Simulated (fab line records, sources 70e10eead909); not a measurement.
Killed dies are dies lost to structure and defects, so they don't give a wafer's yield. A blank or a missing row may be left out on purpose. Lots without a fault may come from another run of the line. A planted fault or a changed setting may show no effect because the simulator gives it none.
Which tool did it? | flow nand_harc | 24 lots, 72 wafers sampled, at 6 steps of a route of 1159

WHAT THE GAUGES READ, wafer by wafer
The record holds no reading of a measuring or inspecting step that can be judged against a usual standard deviation.

WHICH TOOL RAN EACH LOT (tool, then ch and the chambers of the sampled wafers, then the start)
lot  | NHARC_A_CHANNEL_FILL_D1_ETCHBACK_19 | NHARC_A_CHANNEL_FILL_D1_STRIP_29              | NHARC_A_STAIRCASE_DEP_156       | NHARC_A_STAIRCASE_ETCH_13                     | NHARC_A_STAIRCASE_DESCUM_219       | NHARC_A_STAIRCASE_STRIP_238
L074 | rie_si-03 ch 1,3, day 9 12:16       | rie_diel-01 ch 0,1, day 10 12:11 or earlier   | pecvd-02 ch 0,1,2, day 10 12:11 | rie_diel-12 ch 1,2, day 10 22:35 or earlier   | rie_diel-11 ch 0,2,3, day 10 22:35 | plasma_asher-02 ch 0,1, day 11 00:45
L077 | rie_si-05 ch 0,1,2, day 10 03:43    | rie_diel-01 ch 2,3, day 11 03:31 or earlier   | pecvd-02 ch 0,2, day 11 03:31   | rie_diel-05 ch 0,1,2, day 11 13:38 or earlier | rie_diel-05 ch 0,1, day 11 13:38   | plasma_asher-01 ch 0,1, day 11 16:07
L075 | rie_si-03 ch 2,3, day 10 03:44      | rie_diel-09 ch 0,1, day 10 21:36              | pecvd-03 ch 0,2, day 11 03:28   | rie_diel-11 ch 0,1,3, day 11 14:24 or earlier | rie_diel-05 ch 0,3, day 11 14:24   | plasma_asher-02 ch 0, day 11 16:38
L078 | rie_si-05 ch 1,2, day 10 12:10      | rie_diel-01 ch 0,2,3, day 11 12:19 or earlier | pecvd-01 ch 0,1,2, day 11 12:19 | rie_diel-11 ch 0,1, day 11 23:50 or earlier   | rie_diel-12 ch 0,1,3, day 11 23:50 | plasma_asher-01 ch 0, day 12 02:17
L076 | rie_si-04 ch 0,1,2, day 10 12:10    | rie_diel-09 ch 0,1, day 11 12:31 or earlier   | pecvd-01 ch 0,1, day 11 12:31   | rie_diel-12 ch 1,2,3, day 11 23:20 or earlier | rie_diel-12 ch 0,2,3, day 11 23:20 | plasma_asher-01 ch 0,1, day 12 05:34
L079 | rie_si-05 ch 0,3, day 10 18:33      | rie_diel-01 ch 0,2,3, day 11 18:37 or earlier | pecvd-02 ch 0,1,2, day 11 18:37 | rie_diel-05 ch 1,2,3, day 12 08:08 or earlier | rie_diel-12 ch 0,1,3, day 12 08:08 | plasma_asher-02 ch 0,1, day 12 14:23
L080 | rie_si-03 ch 1,2, day 10 22:17      | rie_diel-01 ch 0,2,3, day 11 22:18 or earlier | pecvd-01 ch 1,2, day 11 22:18   | rie_diel-11 ch 1,2, day 12 12:16 or earlier   | rie_diel-12 ch 0,1, day 12 12:16   | plasma_asher-02 ch 0,1, day 12 16:17
L081 | rie_si-05 ch 0,1,2, day 10 22:17    | rie_diel-01 ch 0,2,3, day 11 22:14 or earlier | pecvd-02 ch 0,1,2, day 11 22:14 | rie_diel-05 ch 0,1,3, day 12 11:20 or earlier | rie_diel-05 ch 0,1,3, day 12 11:20 | plasma_asher-02 ch 0,1, day 12 15:02
L083 | rie_si-05 ch 2,3, day 11 13:59      | rie_diel-09 ch 0,1,2, day 12 13:57 or earlier | pecvd-03 ch 0,1,2, day 12 13:57 | rie_diel-05 ch 0,2,3, day 13 02:01 or earlier | rie_diel-05 ch 0,3, day 13 02:01   | plasma_asher-01 ch 0,1, day 13 05:55
L082 | rie_si-03 ch 0,1,2, day 11 13:59    | rie_diel-03 ch 0,1, day 12 13:49 or earlier   | pecvd-01 ch 0,2, day 12 13:49   | rie_diel-11 ch 1,2, day 13 01:28 or earlier   | rie_diel-12 ch 0,2,3, day 13 01:28 | plasma_asher-02 ch 0,1, day 13 04:10
L084 | rie_si-03 ch 1,2, day 11 19:13      | rie_diel-03 ch 1,2, day 12 19:06 or earlier   | pecvd-01 ch 0,1,2, day 12 19:06 | rie_diel-12 ch 0,3, day 13 06:56 or earlier   | rie_diel-11 ch 0,2,3, day 13 06:56 | plasma_asher-01 ch 0,1, day 13 10:17
L085 | rie_si-05 ch 2,3, day 12 10:16      | rie_diel-01 ch 0,2, day 13 10:50 or earlier   | pecvd-01 ch 0,2, day 13 10:50   | rie_diel-05 ch 0,3, day 13 20:46 or earlier   | rie_diel-12 ch 0,2,3, day 13 20:46 | plasma_asher-01 ch 0,1, day 13 23:32
L086 | rie_si-05 ch 0,2,3, day 12 18:02    | rie_diel-09 ch 1,3, day 13 18:31 or earlier   | pecvd-02 ch 1,2, day 13 18:31   | rie_diel-11 ch 0,1,2, day 14 05:19 or earlier | rie_diel-12 ch 0,1,2, day 14 05:19 | plasma_asher-02 ch 0,1, day 14 08:03
L087 | rie_si-03 ch 0,1, day 12 18:02      | rie_diel-01 ch 0,2, day 13 18:20 or earlier   | pecvd-03 ch 1,2, day 13 18:20   | rie_diel-11 ch 1,2,3, day 14 05:02 or earlier | rie_diel-11 ch 0,1,2, day 14 05:02 | plasma_asher-01 ch 1, day 14 07:15
L090 | rie_si-03 ch 1,2,3, day 13 14:50    | rie_diel-09 ch 0,1,3, day 14 14:46 or earlier | pecvd-01 ch 0,2, day 14 14:46   | rie_diel-05 ch 0,2, day 15 03:30 or earlier   | rie_diel-05 ch 1,2,3, day 15 03:30 | plasma_asher-01 ch 1, day 15 05:58
L088 | rie_si-04 ch 0,1,2, day 13 14:52    | rie_diel-09 ch 1,2,3, day 14 14:48 or earlier | pecvd-02 ch 1,2, day 14 14:48   | rie_diel-11 ch 1,3, day 15 02:54 or earlier   | rie_diel-12 ch 0,1, day 15 02:54   | plasma_asher-02 ch 0, day 15 05:14
L089 | rie_si-05 ch 1,3, day 13 19:19      | rie_diel-09 ch 1,2,3, day 14 19:53 or earlier | pecvd-02 ch 1,2, day 14 19:53   | rie_diel-05 ch 1,2,3, day 15 07:35 or earlier | rie_diel-12 ch 0,2,3, day 15 07:35 | plasma_asher-02 ch 0,1, day 15 10:00
L091 | rie_si-03 ch 0,1,2, day 13 19:19    | rie_diel-03 ch 2,3, day 14 22:53 or earlier   | pecvd-01 ch 0,1,2, day 14 22:53 | rie_diel-12 ch 1,2,3, day 15 09:46 or earlier | rie_diel-11 ch 2,3, day 15 09:46   | plasma_asher-01 ch 0,1, day 15 12:14
L093 | rie_si-05 ch 2,3, day 13 23:46      | rie_diel-01 ch 1,3, day 14 23:00 or earlier   | pecvd-03 ch 1,2, day 14 23:00   | rie_diel-11 ch 2,3, day 15 10:05 or earlier   | rie_diel-12 ch 0,1,2, day 15 10:05 | plasma_asher-01 ch 0,1, day 15 13:01
L092 | rie_si-03 ch 1,2,3, day 13 23:47    | rie_diel-09 ch 0,2,3, day 15 06:23 or earlier | pecvd-01 ch 0,2, day 15 06:23   | rie_diel-12 ch 0,1,3, day 15 19:50 or earlier | rie_diel-11 ch 0,1,2, day 15 19:50 | plasma_asher-02 ch 0,1, day 15 22:02
L096 | rie_si-04 ch 1,2, day 14 23:20      | rie_diel-09 ch 1,2, day 15 23:27 or earlier   | pecvd-03 ch 0,1,2, day 15 23:27 | rie_diel-05 ch 0,2,3, day 16 10:32 or earlier | rie_diel-12 ch 1,2, day 16 10:32   | plasma_asher-02 ch 0,1, day 16 15:59
L094 | rie_si-05 ch 0,1,2, day 15 02:58    | rie_diel-01 ch 1,2, day 16 02:58 or earlier   | pecvd-03 ch 1,2, day 16 02:58   | rie_diel-11 ch 0,3, day 16 14:53 or earlier   | rie_diel-12 ch 0,2, day 16 14:53   | plasma_asher-02 ch 0,1, day 16 18:42
L097 | rie_si-04 ch 0,3, day 15 02:58      | rie_diel-03 ch 0,3, day 16 02:57 or earlier   | pecvd-02 ch 0,1,2, day 16 02:57 | rie_diel-12 ch 0,1,2, day 16 14:50 or earlier | rie_diel-12 ch 0,3, day 16 14:50   | plasma_asher-01 ch 0,1, day 16 18:50
L095 | rie_si-05 ch 2,3, day 15 08:34      | rie_diel-01 ch 0,2, day 16 09:22 or earlier   | pecvd-03 ch 1,2, day 16 09:22   | rie_diel-12 ch 2,3, day 16 22:56 or earlier   | rie_diel-11 ch 0,1,2, day 16 22:56 | plasma_asher-02 ch 0,1, day 17 01:43
- NHARC_A_CHANNEL_FILL_D1_ETCHBACK_19: etches the open film in HBr/Cl2, target depth 5 nm, time 1.7 s.
- NHARC_A_CHANNEL_FILL_D1_STRIP_29: strips in O2, time 20 s.
- NHARC_A_STAIRCASE_DEP_156: deposits SiNx, target thk 50 nm.
- NHARC_A_STAIRCASE_ETCH_13: etches the open film in C4F8/O2, target depth 100 nm, time 40.5 s.
- NHARC_A_STAIRCASE_DESCUM_219: chemistry O2, time 3 s.
- NHARC_A_STAIRCASE_STRIP_238: strips in O2.

WHAT THE TOOLS THEMSELVES READ (means of the sampled wafers that have a number; where no wafer has one, the mark that the record gives instead)
NHARC_A_CHANNEL_FILL_D1_ETCHBACK_19.
lot  | tool      | drypump_motor_current_A (A) | hbr_flow_sccm (sccm) | oes_product_au (a.u.) | throttle_valve_pct (%)
L074 | rie_si-03 | 5.6                         | 150.0                | 1.005                 | 26.407
L077 | rie_si-05 | 5.5                         | 150.0                | 0.988                 | 26.399
L075 | rie_si-03 | 6.2                         | 150.0                | 0.997                 | 26.411
L078 | rie_si-05 | 5.6                         | 149.4                | 0.997                 | 26.407
L076 | rie_si-04 | 5.7                         | 150.0                | 1.015                 | 26.406
L079 | rie_si-05 | 5.6                         | 150.0                | 1.001                 | 26.405
L080 | rie_si-03 | 5.7                         | 149.4                | 1.003                 | 26.403
L081 | rie_si-05 | 5.6                         | 149.5                | 0.996                 | 26.404
L083 | rie_si-05 | 5.8                         | 150.0                | 0.994                 | 26.407
L082 | rie_si-03 | 5.6                         | 149.7                | 1.002                 | 26.422
L084 | rie_si-03 | 5.7                         | 149.8                | 1.003                 | 26.409
L085 | rie_si-05 | 5.7                         | 150.0                | 0.997                 | 26.399
L086 | rie_si-05 | 5.7                         | 149.9                | 0.985                 | 26.399
L087 | rie_si-03 | 5.3                         | 150.1                | 1.013                 | 26.402
L090 | rie_si-03 | 5.9                         | 149.9                | 1.008                 | 26.405
L088 | rie_si-04 | 5.7                         | 149.7                | 1.002                 | 26.396
L089 | rie_si-05 | 5.4                         | 149.6                | 1.001                 | 26.403
L091 | rie_si-03 | 5.6                         | 150.2                | 1.011                 | 26.396
L093 | rie_si-05 | 5.8                         | 149.7                | 0.989                 | 26.409
L092 | rie_si-03 | 5.9                         | 149.8                | 1.000                 | 26.401
L096 | rie_si-04 | 5.4                         | 149.8                | 1.002                 | 26.401
L094 | rie_si-05 | 5.5                         | 149.9                | 0.981                 | 26.403
L097 | rie_si-04 | 6.0                         | 150.6                | 1.008                 | 26.411
L095 | rie_si-05 | 5.8                         | 150.1                | 0.994                 | 26.404

NHARC_A_CHANNEL_FILL_D1_STRIP_29.
lot  | tool        | drypump_motor_current_A (A) | oes_product_au (a.u.) | rf_vpp_V (V) | showerhead_plenum_p_Torr (Torr) | throttle_valve_pct (%)
L074 | rie_diel-01 | 5.6                         | 1.001                 | 57.9         | 3.64                            | 17.030
L077 | rie_diel-01 | 5.7                         | 0.990                 | 57.9         | 3.42                            | 17.040
L075 | rie_diel-09 | 5.1                         | 0.999                 | 58.9         | 3.71                            | 17.046
L078 | rie_diel-01 | 5.9                         | 0.995                 | 57.8         | 3.52                            | 17.033
L076 | rie_diel-09 | 5.1                         | 1.007                 | 58.3         | 3.71                            | 17.028
L079 | rie_diel-01 | 5.9                         | 0.998                 | 57.4         | 3.52                            | 17.026
L080 | rie_diel-01 | 5.9                         | 0.995                 | 58.2         | 3.52                            | 17.032
L081 | rie_diel-01 | 5.9                         | 0.997                 | 57.7         | 3.52                            | 17.037
L083 | rie_diel-09 | 5.4                         | 1.006                 | 56.9         | 3.69                            | 17.035
L082 | rie_diel-03 | 6.0                         | 0.994                 | 58.4         | 3.38                            | 17.029
L084 | rie_diel-03 | 5.9                         | 0.993                 | 57.1         | 3.45                            | 17.039
L085 | rie_diel-01 | 5.6                         | 0.988                 | 58.1         | 3.55                            | 17.038
L086 | rie_diel-09 | 5.3                         | 0.998                 | 58.0         | 3.67                            | 17.037
L087 | rie_diel-01 | 5.8                         | 0.991                 | 57.5         | 3.65                            | 17.039
L090 | rie_diel-09 | 5.4                         | 0.993                 | 58.1         | 3.58                            | 17.044
L088 | rie_diel-09 | 5.6                         | 1.008                 | 58.3         | 3.66                            | 17.022
L089 | rie_diel-09 | 5.6                         | 1.007                 | 57.7         | 3.66                            | 17.040
L091 | rie_diel-03 | 5.9                         | 0.981                 | 58.1         | 3.61                            | 17.041
L093 | rie_diel-01 | 5.9                         | 1.000                 | 58.0         | 3.42                            | 17.049
L092 | rie_diel-09 | 5.7                         | 1.004                 | 58.5         | 3.57                            | 17.030
L096 | rie_diel-09 | 5.6                         | 1.007                 | 58.4         | 3.76                            | 17.042
L094 | rie_diel-01 | 5.4                         | 0.989                 | 58.1         | 3.49                            | 17.042
L097 | rie_diel-03 | 6.2                         | 1.007                 | 58.1         | 3.48                            | 17.031
L095 | rie_diel-01 | 5.6                         | 0.996                 | 57.6         | 3.55                            | 17.042

NHARC_A_STAIRCASE_DEP_156.
lot  | tool     | heater_power_outer_w (W) | heater_power_w (W)
L074 | pecvd-02 | 441                      | 751
L077 | pecvd-02 | 454                      | 785
L075 | pecvd-03 | 441                      | 740
L078 | pecvd-01 | 434                      | 687
L076 | pecvd-01 | 495                      | 794
L079 | pecvd-02 | 441                      | 778
L080 | pecvd-01 | 388                      | 592
L081 | pecvd-02 | 437                      | 762
L083 | pecvd-03 | 441                      | 746
L082 | pecvd-01 | 438                      | 702
L084 | pecvd-01 | 402                      | 645
L085 | pecvd-01 | 459                      | 685
L086 | pecvd-02 | 496                      | 814
L087 | pecvd-03 | 435                      | 741
L090 | pecvd-01 | 437                      | 666
L088 | pecvd-02 | 426                      | 740
L089 | pecvd-02 | 477                      | 782
L091 | pecvd-01 | 418                      | 666
L093 | pecvd-03 | 435                      | 791
L092 | pecvd-01 | 438                      | 659
L096 | pecvd-03 | 413                      | 735
L094 | pecvd-03 | 417                      | 758
L097 | pecvd-02 | 468                      | 795
L095 | pecvd-03 | 441                      | 774

NHARC_A_STAIRCASE_ETCH_13.
lot  | tool        | oes_product_au (a.u.) | rf_vpp_V (V)
L074 | rie_diel-12 | 0.932                 | 895
L077 | rie_diel-05 | 0.908                 | 892
L075 | rie_diel-11 | 0.930                 | 894
L078 | rie_diel-11 | 0.933                 | 899
L076 | rie_diel-12 | 0.948                 | 898
L079 | rie_diel-05 | 0.946                 | 891
L080 | rie_diel-11 | 0.937                 | 905
L081 | rie_diel-05 | 0.938                 | 892
L083 | rie_diel-05 | 0.949                 | 891
L082 | rie_diel-11 | 0.966                 | 904
L084 | rie_diel-12 | 0.932                 | 900
L085 | rie_diel-05 | 0.948                 | 891
L086 | rie_diel-11 | 0.938                 | 899
L087 | rie_diel-11 | 0.945                 | 899
L090 | rie_diel-05 | 0.915                 | 892
L088 | rie_diel-11 | 0.964                 | 898
L089 | rie_diel-05 | 0.920                 | 891
L091 | rie_diel-12 | 0.943                 | 898
L093 | rie_diel-11 | 0.921                 | 899
L092 | rie_diel-12 | 0.914                 | 902
L096 | rie_diel-05 | 0.945                 | 896
L094 | rie_diel-11 | 0.932                 | 889
L097 | rie_diel-12 | 0.931                 | 898
L095 | rie_diel-12 | 0.933                 | 892

NHARC_A_STAIRCASE_DESCUM_219.
lot  | tool        | drypump_motor_current_A (A) | oes_product_au (a.u.) | rf_vpp_V (V) | showerhead_plenum_p_Torr (Torr) | throttle_valve_pct (%)
L074 | rie_diel-11 | 6.1                         | 0.985                 | 57.2         | 1.90                            | 11.313
L077 | rie_diel-05 | 5.1                         | 0.993                 | 57.3         | 1.89                            | 11.301
L075 | rie_diel-05 | 5.3                         | 1.000                 | 57.3         | 1.85                            | 11.311
L078 | rie_diel-12 | 5.9                         | 0.991                 | 57.3         | 2.02                            | 11.316
L076 | rie_diel-12 | 5.7                         | 0.992                 | 57.4         | 1.93                            | 11.308
L079 | rie_diel-12 | 5.9                         | 1.000                 | 58.8         | 2.01                            | 11.303
L080 | rie_diel-12 | 6.0                         | 0.993                 | 58.4         | 2.04                            | 11.310
L081 | rie_diel-05 | 5.6                         | 1.000                 | 57.6         | 1.85                            | 11.312
L083 | rie_diel-05 | 5.3                         | 0.994                 | 56.8         | 1.85                            | 11.302
L082 | rie_diel-12 | 5.7                         | 0.995                 | 58.6         | 1.93                            | 11.308
L084 | rie_diel-11 | 6.2                         | 0.994                 | 57.4         | 1.89                            | 11.315
L085 | rie_diel-12 | 5.6                         | 0.993                 | 58.5         | 1.93                            | 11.321
L086 | rie_diel-12 | 5.8                         | 0.978                 | 57.2         | 1.95                            | 11.319
L087 | rie_diel-11 | 5.9                         | 0.998                 | 58.7         | 1.97                            | 11.301
L090 | rie_diel-05 | 6.1                         | 0.997                 | 57.9         | 1.82                            | 11.304
L088 | rie_diel-12 | 6.0                         | 0.987                 | 58.7         | 2.01                            | 11.317
L089 | rie_diel-12 | 5.6                         | 0.989                 | 58.2         | 1.92                            | 11.308
L091 | rie_diel-11 | 6.4                         | 0.996                 | 57.4         | 1.88                            | 11.312
L093 | rie_diel-12 | 5.8                         | 0.984                 | 58.8         | 1.95                            | 11.305
L092 | rie_diel-11 | 5.8                         | 1.007                 | 57.4         | 1.97                            | 11.309
L096 | rie_diel-12 | 5.7                         | 0.991                 | 58.1         | 1.97                            | 11.311
L094 | rie_diel-12 | 5.9                         | 0.976                 | 57.7         | 1.92                            | 11.308
L097 | rie_diel-12 | 5.8                         | 0.987                 | 58.2         | 1.97                            | 11.317
L095 | rie_diel-11 | 5.8                         | 1.003                 | 57.9         | 1.97                            | 11.308

NHARC_A_STAIRCASE_STRIP_238.
lot  | tool            | drypump_motor_current_A (A) | heater_power_w (W)
L074 | plasma_asher-02 | 6.0                         | 283
L077 | plasma_asher-01 | 6.5                         | 342
L075 | plasma_asher-02 | 5.7                         | 271
L078 | plasma_asher-01 | 6.5                         | 373
L076 | plasma_asher-01 | 6.5                         | 359
L079 | plasma_asher-02 | 6.0                         | 287
L080 | plasma_asher-02 | 5.8                         | 280
L081 | plasma_asher-02 | 5.8                         | 279
L083 | plasma_asher-01 | 6.5                         | 353
L082 | plasma_asher-02 | 6.0                         | 283
L084 | plasma_asher-01 | 6.5                         | 335
L085 | plasma_asher-01 | 6.5                         | 352
L086 | plasma_asher-02 | 6.0                         | 284
L087 | plasma_asher-01 | 6.5                         | 319
L090 | plasma_asher-01 | 6.5                         | 316
L088 | plasma_asher-02 | 5.7                         | 274
L089 | plasma_asher-02 | 6.0                         | 284
L091 | plasma_asher-01 | 6.5                         | 348
L093 | plasma_asher-01 | 6.5                         | 337
L092 | plasma_asher-02 | 6.0                         | 285
L096 | plasma_asher-02 | 6.0                         | 288
L094 | plasma_asher-02 | 6.0                         | 285
L097 | plasma_asher-01 | 6.5                         | 326
L095 | plasma_asher-02 | 6.0                         | 287

THE ANSWER, worked out from the rows above alone
Rule: what is usual is taken from the lots themselves. Put in order of their means at a reading, lots are off if they are a third of the lots or fewer, leave a main group of 4 or more, and stand apart from it by a gap of 3 or more times the standard deviation of the main group's means; of several such gaps the widest counts. A main group whose means are all the same, to the digits that the tables above print for the reading, isn't used. A lot without any number at a reading at which 4 lots or more have one is off too. The other lots that the step has rows for count as sound. The gauges are gone through in route order, then the tools' own readings, and for those a lot's mean is taken as printed above. The first step at which some lot is off is used, and at that step the reading that is off furthest; a lot without a number counts as furthest.
No lot is off at any reading shown: from this, nothing can be told.

WHAT THE SIMULATOR HAD PUT IN
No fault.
